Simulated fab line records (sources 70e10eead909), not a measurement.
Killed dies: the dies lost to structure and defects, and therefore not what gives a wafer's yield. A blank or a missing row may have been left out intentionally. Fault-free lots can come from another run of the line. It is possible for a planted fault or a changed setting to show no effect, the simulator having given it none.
Struck lot and sound lot, side by side / flow nandHarc / 19 out of 1302 route steps
Sound: the wafers L603.1, L603.5, L603.6. Struck: wafer L615.6. Last of all comes the cause.
Order at every step that has rows: each side's tool, ch and its chambers, its first start. Under that, the readings that differ: sound wafers / struck wafers / difference of the means / sigmas: that difference in standard deviations of wafers without a fault.
alike: words and numbers the same on both sides, and readings whose means are apart by under 2 such deviations; not compared: readings that were withheld, readings missing a value for some wafer, numbers with overlapping values and no deviation given by the record, and bounds like >300 which may hide the same value.
Wherever a step has rows on one side only, a row that says differs or no value, or a row with sigmas, the two part there. Non-overlapping numbers with no deviation appear without sigmas and do not part them. A reading that every wafer of one side lacks parts them only if that side has two wafers or more.

NHARC_P_GATE_CD_MEAS_91: the cd target is 2000 nm.
  sound on cdSem-02 ch 0, day 5 20:51; struck on cdSem-02 ch 0, day 10 14:41
  alike: cdNm
then, 1 step without rows for these wafers: NHARC_P_GATE_HARDBAKE_92 (time 80 s).
NHARC_P_GATE_DESCUM_93: chemistry O2, time 3 s.
  sound on rieDiel-07 ch 2,3, day 5 21:01; struck on rieDiel-07 ch 1, day 10 14:54
  alike: drypumpMotorCurrentA, oesProductAu, rfVppV, showerheadPlenumPTorr, throttleValvePct
  not compared: rfHoursCounterH
after that, 1 step had no rows for these wafers: NHARC_P_GATE_IMPLANT_94.
NHARC_P_GATE_STRIP_113: strips in N2/H2, time 740 s.
  sound on plasmaAsher-01 ch 0,1, day 5 21:23; struck on plasmaAsher-02 ch 1, day 10 15:47
  alike: drypumpMotorCurrentA, heaterPowerW
  not compared: rfHoursCounterH
then, 2 steps without rows for these wafers: NHARC_P_GATE_STRIP_95 (strips in O2); NHARC_P_GATE_STRIP_96 (strips in SPM, time 900 s).
NHARC_P_GATE_RTA_64: time 1 s.
  sound on rtpAnneal-02 ch 0, day 5 22:40; struck on rtpAnneal-01 ch 0, day 10 16:40
reading=lampPowerPct (%); sound=31.1 31.1 31.1; struck=30.0; difference=-1.1; sigmas=-2
  alike: wafer_temp_C_max
then, 4 steps without rows for these wafers: NHARC_P_GATE_ETCH_77 (etches SiO2 in dHF, target depth 6 nm); NHARC_P_GATE_DEGAS_109 (time 60 s); NHARC_P_GATE_PRE_CLEAN_110 (time 30 s); NHARC_P_GATE_SPUTTER_78 (material Ni, target thk 10 nm).
NHARC_P_GATE_SPUTTER_79: material TiN, target thk 10 nm.
  sound on pvdSputter-02 at day 5 23:10; struck on pvdSputter-02 at day 10 17:05
then, 2 steps without rows for these wafers: NHARC_P_GATE_RTA_80 (time 30 s); NHARC_P_GATE_STRIP_67 (strips in SPM, time 600 s).
NHARC_P_GATE_RTA_82: time 30 s.
  sound on rtpAnneal-02 ch 0, day 5 23:43; struck on rtpAnneal-02 ch 0, day 10 17:47
  alike: lampPowerPct, wafer_temp_C_max
NHARC_P_GATE_INSPECT_68:
  sound on defectInspect-02 at day 5 23:55; struck on defectInspect-01 at day 10 18:02
reading=rawDefectCount; sound=285 317 267; struck=1006; difference=+716; sigmas=+9
  not compared: hold
NHARC_P_CONTACT_DEP_30: deposits SiNx, target thk 30 nm.
  sound on pecvd-01 ch 1,2, day 6 00:02; struck on pecvd-03 ch 0, day 10 19:46
reading=hold; sound=- - -; struck=awaitDispo/1.5h/release; difference=no value on the sound wafers; sigmas=
  alike: heaterPowerW
-- jump in the record: it breaks off in module P_CONTACT and resumes in module END (first step shown: number 1302 of the route), and 18 days separate the struck wafers' starts before and after --
NHARC_END_SORT_01:
  at this point the record logs the struck wafers (prober-02 ch 0, day 29 04:25) and has no rows for the sound ones

WHERE THEY PART
At NHARC_P_GATE_RTA_64 first; at NHARC_END_SORT_01 last (within this record only).

WHY: what had been put in by the simulator
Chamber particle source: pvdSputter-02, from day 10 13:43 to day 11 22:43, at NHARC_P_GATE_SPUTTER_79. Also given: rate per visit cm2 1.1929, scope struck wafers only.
